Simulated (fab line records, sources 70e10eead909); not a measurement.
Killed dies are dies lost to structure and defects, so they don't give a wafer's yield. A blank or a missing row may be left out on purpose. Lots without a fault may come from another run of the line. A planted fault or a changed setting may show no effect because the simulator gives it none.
fab line records | flow nand_harc
record lots=5 wafers=15 last_day=25
route steps=1159 shown A_STAIRCASE@632
lots that met no fault: from a run of the same line without faults
start_h: hours from the record's first day to the start of the lot's first wafer shown | wait_h: hours since the lot's step before | " the same as in the row above | L1.1+2: a row that stands for several wafers | - no value, or no start given | * or withheld: withheld | < > ~ a bound
route shown NAME@n: a module of which the file shows steps, and the number in the route of the first | usual: mean/standard deviation of fault-free wafers | same: alike in all rows | chamber/n: place in a boat | sites: the reading at each site | _std_site: their standard deviation | _edge_site: outer sites' mean less inner sites' | radius_mm: how far each site lies from the wafer's centre | mask NAME#n: copy n | behind: the tool/chamber that last shaped the wafer | hold: why the lot was held/for how many hours/how that ended | device: the transistor (n, p or np) that didn't switch | end of line: the same wafers' tests at the end of the route | a step without rows: its recipe alone | killed: dies lost to structure and defects at the first sort, not the wafer's yield | map: a wafer's dies, x killed, . not, _ none there
set.NAME: the setting as run; set.NAME@STEP: as run at that earlier step | model.NAME: the simulator's own value behind a step, which no gauge read
lots at some steps of the route; a table a step, a row a wafer
services: from which hour (start_h, from the record's first day; less than 0 if before it) a tool's chamber was out of use, for how many hours, and why
## steps
# step NHARC_A_STAIRCASE_STRIP_238
# recipe power_w=1500 temp_c=250 chemistry=O2
# usual drypump_motor_current_A=5.7/0.41 heater_power_w=312/47
# columns lot.wafer tool chamber start_h wait_h drypump_motor_current_A heater_power_w rf_hours_counter_h
L076.2 plasma_asher-01 0 264.53 0.1 5.7 267 54
L076.4 " 1 " " 5.3 295 -
L076.5 " 0 " " 5.7 268 -
L088.1 plasma_asher-01 0 342.01 0.1 5.6 249 19
L088.3 " 0 " " 5.6 242 -
L088.4 " 1 " " 5.4 291 -
L095.1 plasma_asher-01 0 371.41 0.1 5.7 251 32
L095.3 " 1 " " 5.3 282 -
L095.5 " 0 " " 5.6 243 -
L096.2 plasma_asher-02 1 371.98 0.1 5.4 315 2
L096.4 " 0 " " 6.4 371 -
L096.6 " 0 " " 6.4 368 -
L097.1 plasma_asher-02 0 376.71 0.1 6.4 372 2
L097.6 " 1 " " 5.4 314 -
L097.5 " 0 " " 6.4 378 -
# step NHARC_A_STAIRCASE_STRIP_239
# recipe time_s=900 temp_c=130 chemistry=SPM
# columns lot.wafer tool chamber start_h wait_h
L076.4+2+5 wet_bench-04 5,0,2 264.88 0.2
L088.1+3+4 wet_bench-06 1,2,4 342.37 0.3
L095.1+5+3 wet_bench-06 5,7,2 371.75 0.3
L096.6+2+4 wet_bench-04 1,2,6 372.33 0.1
L097.6+1+5 wet_bench-04 4,7,0 377.02 0.1
# step NHARC_A_STAIRCASE_PRECLEAN_240
# recipe time_s=* temp_c=50 bath_age_min=0 chemistry=SC1
# usual nh4oh_flow_mL_min=28.31/0.098
# columns lot.wafer tool chamber start_h wait_h nh4oh_flow_mL_min
L076.4 wet_bench-04 5 - - 28.45
L076.2 " 0 " " 28.28
L076.5 " 2 " " 28.22
L088.1 wet_bench-06 1 - - 28.40
L088.3 " 2 " " 28.39
L088.4 " 4 " " 28.15
L095.1 wet_bench-06 5 - - 28.08
L095.5 " 7 " " 28.20
L095.3 " 2 " " 28.11
L096.6 wet_bench-04 1 - - 28.30
L096.2 " 2 " " 28.34
L096.4 " 6 " " 28.36
L097.6 wet_bench-04 4 - - 28.19
L097.1 " 7 " " 28.35
L097.5 " 0 " " 28.39
# step NHARC_A_STAIRCASE_SRD_241
# columns lot.wafer tool chamber start_h wait_h
L076.4+2+5 wet_bench-04 5,0,2 - -
L088.1+3+4 wet_bench-06 1,2,4 - -
L095.1+5+3 wet_bench-06 5,7,2 - -
L096.6+2+4 wet_bench-04 1,2,6 - -
L097.6+1+5 wet_bench-04 4,7,0 - -
# step NHARC_A_STAIRCASE_DEHYDRATE_242
# recipe temp_c=150 time_s=120
# columns lot.wafer tool chamber start_h wait_h
L076.2+4+5 litho_track-02 0 265.34 -
L088.1+3+4 litho_track-05 0 342.81 -
L095.1+3+5 litho_track-02 0 372.21 -
L096.2+4+6 litho_track-05 0 372.80 -
L097.1+5+6 litho_track-02 0 377.48 -
# step NHARC_A_STAIRCASE_HMDS_243
# recipe time_s=30
# columns lot.wafer tool chamber start_h wait_h
L076.2+4+5 litho_track-02 0 - -
L088.1+3+4 litho_track-05 0 - -
L095.1+3+5 litho_track-02 0 - -
L096.2+4+6 litho_track-05 0 - -
L097.1+5+6 litho_track-02 0 - -
# step NHARC_A_STAIRCASE_COAT_244
# recipe spin_rpm=1200
# columns lot.wafer tool chamber start_h wait_h
L076.2+4+5 litho_track-02 0 - -
L088.1+3+4 litho_track-05 0 - -
L095.1+3+5 litho_track-02 0 - -
L096.2+4+6 litho_track-05 0 - -
L097.1+5+6 litho_track-02 0 - -
# step NHARC_A_STAIRCASE_SOFTBAKE_245
# recipe temp_c=135 time_s=170
# columns lot.wafer tool chamber start_h wait_h
L076.2+4+5 litho_track-02 0 - -
L088.1+3+4 litho_track-05 0 - -
L095.1+3+5 litho_track-02 0 - -
L096.2+4+6 litho_track-05 0 - -
L097.1+5+6 litho_track-02 0 - -
# step NHARC_A_STAIRCASE_EBR_246
# columns lot.wafer tool chamber start_h wait_h
L076.2+4+5 litho_track-02 0 - -
L088.1+3+4 litho_track-05 0 - -
L095.1+3+5 litho_track-02 0 - -
L096.2+4+6 litho_track-05 0 - -
L097.1+5+6 litho_track-02 0 - -
# step NHARC_A_STAIRCASE_EXPOSE_247
# recipe na=0.5 dose_mj=25.34 mask_id=SDS_1
# usual reticle_temp_C=22.98/0.096
# columns lot.wafer tool chamber start_h wait_h mask reticle_temp_C
L076.2 krf_scanner-03 0 265.68 - SDS_1#0 23.08
L076.4 " 0 " " SDS_1#0 23.21
L076.5 " 0 " " SDS_1#0 23.04
L088.1 krf_scanner-02 0 343.02 - SDS_1#0 22.93
L088.3 " 0 " " SDS_1#0 23.09
L088.4 " 0 " " SDS_1#0 22.93
L095.1 krf_scanner-03 0 372.54 - SDS_1#0 22.94
L095.3 " 0 " " SDS_1#0 23.03
L095.5 " 0 " " SDS_1#0 22.96
L096.2 krf_scanner-01 0 373.13 - SDS_1#0 23.04
L096.4 " 0 " " SDS_1#0 22.98
L096.6 " 0 " " SDS_1#0 22.97
L097.1 krf_scanner-02 0 377.82 - SDS_1#0 22.96
L097.5 " 0 " " SDS_1#0 23.07
L097.6 " 0 " " SDS_1#0 23.07
# step NHARC_A_STAIRCASE_PEB_248
# recipe peb_temp_c=115 peb_time_s=130
# columns lot.wafer tool chamber start_h wait_h
L076.2+4+5 litho_track-02 0 265.74 0.1
L088.1+3+4 litho_track-05 0 343.09 0.1
L095.1+3+5 litho_track-02 0 372.61 0.1
L096.2+4+6 litho_track-07 0 373.20 0.1
L097.1+5+6 litho_track-02 0 377.89 0.1
# step NHARC_A_STAIRCASE_DEVELOP_249
# recipe time_s=140
# columns lot.wafer tool chamber start_h wait_h
L076.2+4+5 litho_track-02 0 - -
L088.1+3+4 litho_track-05 0 - -
L095.1+3+5 litho_track-02 0 - -
L096.2+4+6 litho_track-07 0 - -
L097.1+5+6 litho_track-02 0 - -
# step NHARC_A_STAIRCASE_HARDBAKE_251
# recipe temp_c=120 time_s=140
# columns lot.wafer tool chamber start_h wait_h
L076.2+4+5 litho_track-05 0 265.96 -
L088.1+3+4 litho_track-05 0 343.30 -
L095.1+3+5 litho_track-02 0 372.82 -
L096.2+4+6 litho_track-05 0 373.43 -
L097.1+5+6 litho_track-07 0 378.11 -
# step NHARC_A_STAIRCASE_DESCUM_252
# recipe time_s=3 o2_flow_sccm=200 ar_flow_sccm=0 bias_power_w=0 chemistry=O2
# usual drypump_motor_current_A=5.7/0.62 oes_product_au=1.003/0.014 rf_vpp_V=57.7/0.86 showerhead_plenum_p_Torr=1.89/0.09 throttle_valve_pct=11.311/0.0082
# columns lot.wafer tool chamber start_h wait_h drypump_motor_current_A oes_product_au rf_hours_counter_h rf_vpp_V showerhead_plenum_p_Torr throttle_valve_pct
L076.2 rie_diel-07 3 266.05 - 5.4 0.993 11 58.1 2.06 11.313
L076.4 " 2 " " 6.8 0.992 12 59.1 1.89 11.318
L076.5 " 3 " " 5.4 0.986 - 57.8 2.06 11.309
L088.1 rie_diel-07 2 343.39 - 6.8 0.981 28 59.3 1.88 11.301
L088.4 " 3 " " 5.4 0.989 35 60.0 2.05 11.304
L088.3 " 0 " " 5.3 1.029 33 55.9 1.77 11.325
L095.1 rie_diel-07 3 373.10 - 5.4 0.984 50 57.6 2.04 11.319
L095.3 " 0 " " 5.3 1.012 47 58.9 1.77 11.310
L095.5 " 3 " " 5.4 0.987 - 58.9 2.04 11.323
L096.2 rie_diel-01 2 373.51 - 5.7 1.019 17 57.7 1.83 11.305
L096.4 " 1 " " 5.2 1.004 19 57.6 1.94 11.311
L096.6 " 3 " " 4.9 0.997 - 56.9 1.84 11.313
L097.1 rie_diel-07 1 378.21 - 6.3 1.012 47 57.5 1.97 11.304
L097.6 " 0 " " 5.3 1.024 - 57.2 1.77 11.313
L097.5 " 1 " " 6.3 1.002 - 59.3 1.97 11.312
# step NHARC_A_STAIRCASE_ETCH_253
# recipe target_depth_a=500 time_s=20.2 ion_energy_ev=400 c4f8_flow_sccm=20 o2_flow_sccm=10 ar_flow_sccm=withheld rf_w=600 bias_w=1000 chemistry=C4F8/O2
# usual oes_product_au=0.955/0.02 rf_vpp_V=895/5.5
# columns lot.wafer tool chamber start_h wait_h oes_product_au rf_hours_counter_h rf_vpp_V
L076.2 rie_diel-07 0 266.14 0.1 0.972 11 888
L076.4 " 1 " " 0.956 11 899
L076.5 " 0 " " 0.957 - 888
L088.3 rie_diel-07 2 343.61 0.2 0.943 28 895
L088.1 " 3 " " 0.936 36 906
L088.4 " 0 " " 0.969 33 887
L095.3 rie_diel-07 2 373.19 0.1 0.965 43 893
L095.1 " 3 " " 0.959 50 904
L095.5 " 3 " " 0.961 - 904
L096.2 rie_diel-01 0 373.60 0.1 0.935 19 889
L096.4 " 3 " " 0.915 20 890
L096.6 " 1 " " 0.943 - 897
L097.1 rie_diel-07 1 378.29 0.1 0.964 47 899
L097.5 " 0 " " 0.982 - 888
L097.6 " 1 " " 0.971 - 899
# step NHARC_A_STAIRCASE_STRIP_254
# recipe power_w=1500 temp_c=250 chemistry=O2
# usual drypump_motor_current_A=5.7/0.43 heater_power_w=319/47
# columns lot.wafer tool chamber start_h wait_h drypump_motor_current_A heater_power_w rf_hours_counter_h
L076.2 plasma_asher-02 1 266.38 - 5.4 333 26
L076.4 " 0 " " 6.4 375 -
L076.5 " 1 " " 5.4 346 -
L088.1 plasma_asher-02 1 343.74 - 5.4 335 53
L088.4 " 0 " " 6.4 379 -
L088.3 " 1 " " 5.4 339 -
L095.1 plasma_asher-01 1 373.32 - 5.3 287 32
L095.3 " 1 " " 5.3 293 -
L095.5 " 1 " " 5.3 290 -
L096.2 plasma_asher-02 0 373.73 - 6.4 374 2
L096.4 " 0 " " 6.4 371 -
L096.6 " 0 " " 6.4 388 -
L097.1 plasma_asher-01 0 378.37 - 5.6 238 33
L097.6 " 0 " " 5.6 240 -
L097.5 " 1 " " 5.3 289 -
# step NHARC_A_STAIRCASE_STRIP_255
# recipe time_s=900 temp_c=130 chemistry=SPM
# columns lot.wafer tool chamber start_h wait_h
L076.5+4+2 wet_bench-09 6,7,1 266.69 0.1
L088.1+4+3 wet_bench-09 3,4,6 344.06 0.3
L095.1+5+3 wet_bench-04 2,3,5 373.63 0.3
L096.2+4+6 wet_bench-06 3,4,6 374.03 0.3
L097.1+6+5 wet_bench-06 1,3,4 378.73 0.3
# step NHARC_A_STAIRCASE_PRECLEAN_256
# recipe time_s=* temp_c=50 bath_age_min=0 chemistry=SC1
# usual nh4oh_flow_mL_min=28.32/0.095
# columns lot.wafer tool chamber start_h wait_h nh4oh_flow_mL_min
L076.5 wet_bench-09 6 - - 28.33
L076.4 " 7 " " 28.27
L076.2 " 1 " " 28.21
L088.1 wet_bench-09 3 - - 28.37
L088.4 " 4 " " 28.30
L088.3 " 6 " " 28.28
L095.1 wet_bench-04 2 - - 28.23
L095.5 " 3 " " 28.37
L095.3 " 5 " " 28.36
L096.2 wet_bench-06 3 - - 28.44
L096.4 " 4 " " 28.36
L096.6 " 6 " " 28.34
L097.1 wet_bench-06 1 - - 28.31
L097.6 " 3 " " 28.28
L097.5 " 4 " " 28.18
# step NHARC_A_STAIRCASE_SRD_257
# columns lot.wafer tool chamber start_h wait_h
L076.5+4+2 wet_bench-09 6,7,1 - -
L088.1+4+3 wet_bench-09 3,4,6 - -
L095.1+5+3 wet_bench-04 2,3,5 - -
L096.2+4+6 wet_bench-06 3,4,6 - -
L097.1+6+5 wet_bench-06 1,3,4 - -
# step NHARC_A_STAIRCASE_HM_DEP_456
# recipe target_thk_a=15000 temp_c=400 material=aC
# usual susceptor_temp_C=399.97/0.21 throttle_valve_pct=35.000/0.0089
# columns lot.wafer tool chamber start_h wait_h susceptor_temp_C throttle_valve_pct
L076.2 acl_dep-03 0 268.34 - 400.04 34.991
L076.4 " 0 " " 400.40 35.014
L076.5 " 0 " " 400.48 35.019
L088.1 acl_dep-01 0 345.63 - 400.10 35.000
L088.3 " 0 " " 399.72 35.021
L088.4 " 0 " " 399.90 34.991
L095.1 acl_dep-01 0 375.97 - 400.17 35.003
L095.3 " 0 " " 400.05 35.002
L095.5 " 0 " " 400.07 35.012
L096.2 acl_dep-03 0 376.64 - 399.69 34.991
L096.4 " 0 " " 399.96 34.979
L096.6 " 0 " " 399.87 34.988
L097.1 acl_dep-01 0 381.88 - 399.87 34.996
L097.5 " 0 383.12 - 400.20 35.008
L097.6 " 0 " " 400.09 34.997
# step NHARC_A_STAIRCASE_DEP_259
# recipe target_thk_a=300 target_thk_nm=30 temp_c=400 pressure_torr=3.5 flow_sccm=200 rf_w=350 material=SiON
# usual heater_power_w=726/99 susceptor_temp_C=400.02/0.23
# columns lot.wafer tool chamber start_h wait_h heater_power_w susceptor_temp_C
L076.2 pecvd-04 0 269.95 1.3 811 399.80
L076.4 " 1 " " 932 400.04
L076.5 " 2 " " 694 399.85
L088.1 pecvd-03 2 347.52 1.6 611 400.15
L088.3 " 0 " " 729 400.10
L088.4 " 1 " " 885 400.24
L095.3 pecvd-01 0 377.97 1.1 746 399.98
L095.1 " 1 " " 679 400.23
L095.5 " 1 " " 662 400.04
L096.2 pecvd-01 0 378.27 1.3 709 399.80
L096.6 " 1 " " 641 399.78
L096.4 " 2 " " 628 400.42
L097.1 pecvd-03 0 383.79 1.6 722 400.13
L097.5 " 0 " " 716 400.21
L097.6 " 1 " " 837 399.99
# step NHARC_A_STAIRCASE_DEHYDRATE_281
# recipe temp_c=150 time_s=120
# columns lot.wafer tool chamber start_h wait_h
L076.2+4+5 litho_track-07 0 270.17 0.2
L088.1+3+4 litho_track-02 0 347.76 0.2
L095.1+3+5 litho_track-02 0 378.25 0.2
L096.2+4+6 litho_track-05 0 378.48 0.2
L097.1+5+6 litho_track-07 0 384.04 0.2
# step NHARC_A_STAIRCASE_HMDS_282
# recipe time_s=30
# columns lot.wafer tool chamber start_h wait_h
L076.2+4+5 litho_track-07 0 - -
L088.1+3+4 litho_track-02 0 - -
L095.1+3+5 litho_track-02 0 - -
L096.2+4+6 litho_track-05 0 - -
L097.1+5+6 litho_track-07 0 - -
# step NHARC_A_STAIRCASE_COAT_283
# recipe spin_rpm=1200
# columns lot.wafer tool chamber start_h wait_h
L076.2+4+5 litho_track-07 0 - -
L088.1+3+4 litho_track-02 0 - -
L095.1+3+5 litho_track-02 0 - -
L096.2+4+6 litho_track-05 0 - -
L097.1+5+6 litho_track-07 0 - -
# step NHARC_A_STAIRCASE_SOFTBAKE_284
# recipe temp_c=135 time_s=170
# columns lot.wafer tool chamber start_h wait_h
L076.2+4+5 litho_track-07 0 - -
L088.1+3+4 litho_track-02 0 - -
L095.1+3+5 litho_track-02 0 - -
L096.2+4+6 litho_track-05 0 - -
L097.1+5+6 litho_track-07 0 - -
# step NHARC_A_STAIRCASE_EBR_285
# columns lot.wafer tool chamber start_h wait_h
L076.2+4+5 litho_track-07 0 - -
L088.1+3+4 litho_track-02 0 - -
L095.1+3+5 litho_track-02 0 - -
L096.2+4+6 litho_track-05 0 - -
L097.1+5+6 litho_track-07 0 - -
# step NHARC_A_STAIRCASE_EXPOSE_286
# recipe na=0.5 dose_mj=25.01 mask_id=CHOP_100
# usual reticle_temp_C=22.99/0.12
# columns lot.wafer tool chamber start_h wait_h mask reticle_temp_C
L076.2 krf_scanner-03 0 270.51 - CHOP_100#0 22.91
L076.4 " 0 " " CHOP_100#0 22.76
L076.5 " 0 " " CHOP_100#0 22.94
L088.1 krf_scanner-02 0 348.09 - CHOP_100#0 23.13
L088.3 " 0 " " CHOP_100#0 23.10
L088.4 " 0 " " CHOP_100#0 22.91
L095.1 krf_scanner-02 0 378.58 - CHOP_100#0 23.12
L095.3 " 0 " " CHOP_100#0 23.03
L095.5 " 0 " " CHOP_100#0 22.98
L096.2 krf_scanner-03 0 378.82 - CHOP_100#0 23.25
L096.4 " 0 " " CHOP_100#0 23.22
L096.6 " 0 " " CHOP_100#0 23.14
L097.1 krf_scanner-01 0 384.37 - CHOP_100#0 23.01
L097.5 " 0 " " CHOP_100#0 22.93
L097.6 " 0 " " CHOP_100#0 22.89
# step NHARC_A_STAIRCASE_PEB_287
# recipe peb_temp_c=115 peb_time_s=130
# columns lot.wafer tool chamber start_h wait_h
L076.2+4+5 litho_track-05 0 270.58 0.1
L088.1+3+4 litho_track-07 0 348.16 0.1
L095.1+3+5 litho_track-02 0 378.64 0.1
L096.2+4+6 litho_track-07 0 378.88 0.1
L097.1+5+6 litho_track-07 0 384.44 0.1
# step NHARC_A_STAIRCASE_DEVELOP_288
# recipe time_s=140
# columns lot.wafer tool chamber start_h wait_h
L076.2+4+5 litho_track-05 0 - -
L088.1+3+4 litho_track-07 0 - -
L095.1+3+5 litho_track-02 0 - -
L096.2+4+6 litho_track-07 0 - -
L097.1+5+6 litho_track-07 0 - -
# step NHARC_A_STAIRCASE_HARDBAKE_290
# recipe temp_c=120 time_s=140
# columns lot.wafer tool chamber start_h wait_h
L076.2+4+5 litho_track-07 0 270.80 -
L088.1+3+4 litho_track-07 0 348.38 -
L095.1+3+5 litho_track-02 0 378.86 -
L096.2+4+6 litho_track-02 0 379.11 -
L097.1+5+6 litho_track-02 0 384.66 -
# step NHARC_A_STAIRCASE_DESCUM_291
# recipe time_s=3 o2_flow_sccm=200 ar_flow_sccm=0 bias_power_w=0 chemistry=O2
# usual drypump_motor_current_A=5.6/0.6 oes_product_au=1.002/0.012 rf_vpp_V=57.7/0.89 showerhead_plenum_p_Torr=1.88/0.085 throttle_valve_pct=11.311/0.009
# columns lot.wafer tool chamber start_h wait_h drypump_motor_current_A oes_product_au rf_hours_counter_h rf_vpp_V showerhead_plenum_p_Torr throttle_valve_pct
L076.2 rie_diel-07 0 270.89 - 5.3 1.011 12 57.0 1.78 11.313
L076.4 " 0 " " 5.3 1.013 - 55.9 1.78 11.312
L076.5 " 3 " " 5.4 1.001 - 59.2 2.05 11.310
L088.1 rie_diel-07 1 348.47 - 6.3 0.985 34 57.3 1.97 11.325
L088.4 " 2 " " 6.7 0.984 31 57.5 1.88 11.326
L088.3 " 0 " " 5.3 1.015 35 58.0 1.77 11.311
L095.1 rie_diel-11 3 378.95 - 5.4 1.001 0 58.4 1.81 11.310
L095.3 " 0 " " 6.0 1.002 0 58.9 1.95 11.291
L095.5 " 0 " " 6.0 0.997 - 58.1 1.95 11.322
L096.2 rie_diel-07 3 379.21 - 5.4 0.995 51 57.7 2.04 11.312
L096.4 " 2 " " 6.8 0.991 45 56.6 1.88 11.303
L096.6 " 3 " " 5.4 0.987 - 57.7 2.04 11.322
L097.1 rie_diel-07 0 384.76 - 5.3 1.016 51 57.3 1.77 11.307
L097.6 " 3 " " 5.4 0.986 - 57.9 2.04 11.315
L097.5 " 0 " " 5.3 1.022 - 58.3 1.77 11.311
# step NHARC_A_STAIRCASE_ETCH_292
# recipe cf4_flow_sccm=100 chf3_flow_sccm=30 ar_flow_sccm=0 rf_w=500 bias_w=200 chemistry=CF4/CHF3
# usual cf4_flow_sccm=99.97/0.29 drypump_motor_current_A=5.7/0.62 oes_product_au=0.951/0.025 rf_vpp_V=369.8/2.4 showerhead_plenum_p_Torr=1.55/0.066 throttle_valve_pct=16.803/0.0093
# columns lot.wafer tool chamber start_h wait_h cf4_flow_sccm drypump_motor_current_A oes_product_au rf_hours_counter_h rf_vpp_V showerhead_plenum_p_Torr throttle_valve_pct
L076.2 rie_diel-07 0 270.99 0.1 100.09 5.3 0.969 12 367.0 1.47 16.793
L076.5 " 0 " " 100.44 5.3 0.970 - 368.6 1.47 16.791
L076.4 " 3 " " 100.33 5.4 0.971 - 374.7 1.68 16.784
L088.3 rie_diel-07 1 348.70 0.2 100.14 6.4 0.953 34 372.7 1.62 16.808
L088.1 " 2 " " 100.05 6.7 0.931 31 370.2 1.55 16.806
L088.4 " 0 " " 100.21 5.3 0.986 35 367.3 1.47 16.799
L095.1 rie_diel-11 1 379.04 0.1 99.88 5.1 0.983 0 368.3 1.48 16.800
L095.3 " 0 " " 99.91 6.0 0.969 0 372.8 1.60 16.795
L095.5 " 2 " " 99.95 5.0 0.978 - 368.1 1.50 16.795
L096.4 rie_diel-07 3 379.53 0.3 100.36 5.4 0.940 52 374.9 1.67 16.806
L096.2 " 0 " " 99.69 5.3 0.975 49 366.1 1.46 16.820
L096.6 " 2 " " 99.59 6.7 0.950 - 369.4 1.54 16.814
L097.1 rie_diel-07 3 384.87 0.1 100.22 5.4 0.913 54 374.3 1.67 16.798
L097.6 " 1 " " 99.81 6.3 0.916 - 371.9 1.62 16.809
L097.5 " 2 " " 99.77 6.7 0.914 - 368.4 1.54 16.811
# step NHARC_A_STAIRCASE_HM_OPEN_460
# recipe o2_flow_sccm=400 cos_flow_sccm=20 ar_flow_sccm=0 rf_w=500 bias_w=300 chemistry=O2/COS
# usual drypump_motor_current_A=5.7/0.6 oes_product_au=1.004/0.013 rf_vpp_V=466.1/2.9 showerhead_plenum_p_Torr=3.07/0.13 throttle_valve_pct=28.330/0.0089
# columns lot.wafer tool chamber start_h wait_h drypump_motor_current_A oes_product_au rf_hours_counter_h rf_vpp_V showerhead_plenum_p_Torr throttle_valve_pct
L076.2 rie_diel-07 1 - - 6.4 1.026 13 470.4 3.22 28.341
L076.5 " 3 " " 5.4 0.997 - 471.0 3.34 28.330
L076.4 " 0 " " 5.3 1.021 - 462.9 2.92 28.343
L088.4 rie_diel-07 1 - - 6.4 0.988 34 468.8 3.21 28.327
L088.1 " 2 " " 6.8 0.982 31 466.9 3.07 28.339
L088.3 " 0 " " 5.3 1.023 35 462.1 2.91 28.332
L095.1 rie_diel-11 0 - - 6.0 1.004 0 469.4 3.17 28.345
L095.3 " 2 " " 5.1 0.991 0 463.9 2.98 28.342
L095.5 " 3 " " 5.5 1.005 - 464.2 2.96 28.329
L096.4 rie_diel-07 2 - - 6.8 0.983 45 466.4 3.06 28.326
L096.2 " 3 " " 5.4 0.992 52 471.2 3.32 28.337
L096.6 " 1 " " 6.4 0.994 - 469.1 3.21 28.306
L097.1 rie_diel-07 0 - - 5.3 1.023 51 462.8 2.90 28.327
L097.6 " 3 " " 5.4 0.996 - 470.4 3.32 28.317
L097.5 " 0 " " 5.3 1.018 - 463.3 2.90 28.331
# step NHARC_A_STAIRCASE_STRIP_461
# recipe o2_flow_sccm=400 cos_flow_sccm=20 ar_flow_sccm=0 bias_w=0 chemistry=O2/COS
# columns lot.wafer tool chamber start_h wait_h
L076.2+4+5 rie_diel-07 3,0,1 - -
L088.1+3+4 rie_diel-07 2,3,0 - -
L095.3+1+5 rie_diel-11 0,3,1 - -
L096.2+4+6 rie_diel-07 3,0,3 - -
L097.1+5+6 rie_diel-07 3,2,3 - -
# step NHARC_A_STAIRCASE_ETCH_452
# recipe target_depth_a=300 overetch_a=30 time_s=16.5 ion_energy_ev=100 cf4_flow_sccm=80 o2_flow_sccm=20 ar_flow_sccm=0 rf_w=300 bias_w=100 chemistry=CF4/O2
# usual cf4_flow_sccm=79.99/0.24 drypump_motor_current_A=5.7/0.62 oes_ar_750_au=1.000/0.0043 oes_product_au=1.002/0.012 rf_vpp_V=197.3/1.4 showerhead_plenum_p_Torr=1.31/0.058 throttle_valve_pct=13.398/0.0084
# columns lot.wafer tool chamber start_h wait_h cf4_flow_sccm drypump_motor_current_A oes_ar_750_au oes_product_au rf_hours_counter_h rf_vpp_V showerhead_plenum_p_Torr throttle_valve_pct
L076.2 rie_diel-07 3 - - 80.20 5.4 0.999 1.007 13 200.2 1.43 13.385
L076.5 " 1 " " 79.80 6.3 0.994 1.003 - 199.5 1.38 13.407
L076.4 " 0 " " 80.07 5.3 0.994 1.010 - 194.6 1.24 13.399
L088.1 rie_diel-07 2 - - 79.87 6.8 0.996 0.987 31 196.9 1.31 13.387
L088.4 " 3 " " 80.06 5.4 0.996 0.995 38 200.2 1.43 13.392
L088.3 " 0 " " 80.09 5.3 0.998 1.027 36 196.1 1.24 13.403
L095.1 rie_diel-11 2 - - 79.78 5.1 0.995 1.000 0 196.3 1.27 13.394
L095.3 " 0 " " 79.72 6.0 1.011 1.001 0 197.7 1.36 13.397
L095.5 " 2 " " 79.85 5.0 1.001 0.996 - 195.0 1.27 13.398
L096.2 rie_diel-07 1 - - 80.02 6.4 0.995 1.012 48 197.3 1.37 13.404
L096.4 " 2 " " 80.05 6.8 0.995 0.995 45 196.3 1.31 13.394
L096.6 " 1 " " 80.16 6.3 1.003 1.003 - 198.3 1.37 13.390
L097.1 rie_diel-07 1 - - 80.04 6.3 0.998 1.009 50 197.8 1.37 13.406
L097.6 " 1 " " 79.72 6.3 1.006 1.004 - 199.1 1.37 13.399
L097.5 " 2 " " 80.08 6.8 1.004 0.996 - 198.7 1.31 13.386
## services
# columns tool chamber start_h hours kind
krf_scanner-01 - 256.00 4.0 pm
rie_diel-01 1 261.53 5.9 repair
rie_diel-07 2 267.40 10.3 repair
plasma_asher-01 - 276.25 9.0 pm
krf_scanner-03 - 284.70 2.3 repair
wet_bench-09 - 288.80 8.0 pm
pecvd-03 1 293.23 28.1 repair
krf_scanner-03 - 293.69 0.6 repair
acl_dep-01 - 294.03 13.0 pm
pecvd-03 - 294.11 13.0 pm
rie_diel-01 - 314.91 9.0 pm
krf_scanner-01 - 317.43 4.7 repair
wet_bench-06 - 320.82 8.0 pm
rie_diel-01 2 331.12 8.1 repair
rie_diel-07 - 335.76 2.1 repair
wet_bench-04 - 339.29 8.0 pm
litho_track-02 - 340.00 7.0 pm
krf_scanner-03 - 340.02 4.0 pm
pecvd-04 2 343.94 6.3 repair
pecvd-04 0 347.41 11.8 repair
plasma_asher-02 - 360.00 9.0 pm
litho_track-07 - 364.00 7.0 pm
rie_diel-11 - 369.76 9.0 pm
krf_scanner-02 - 382.40 4.0 pm
## key
fault none
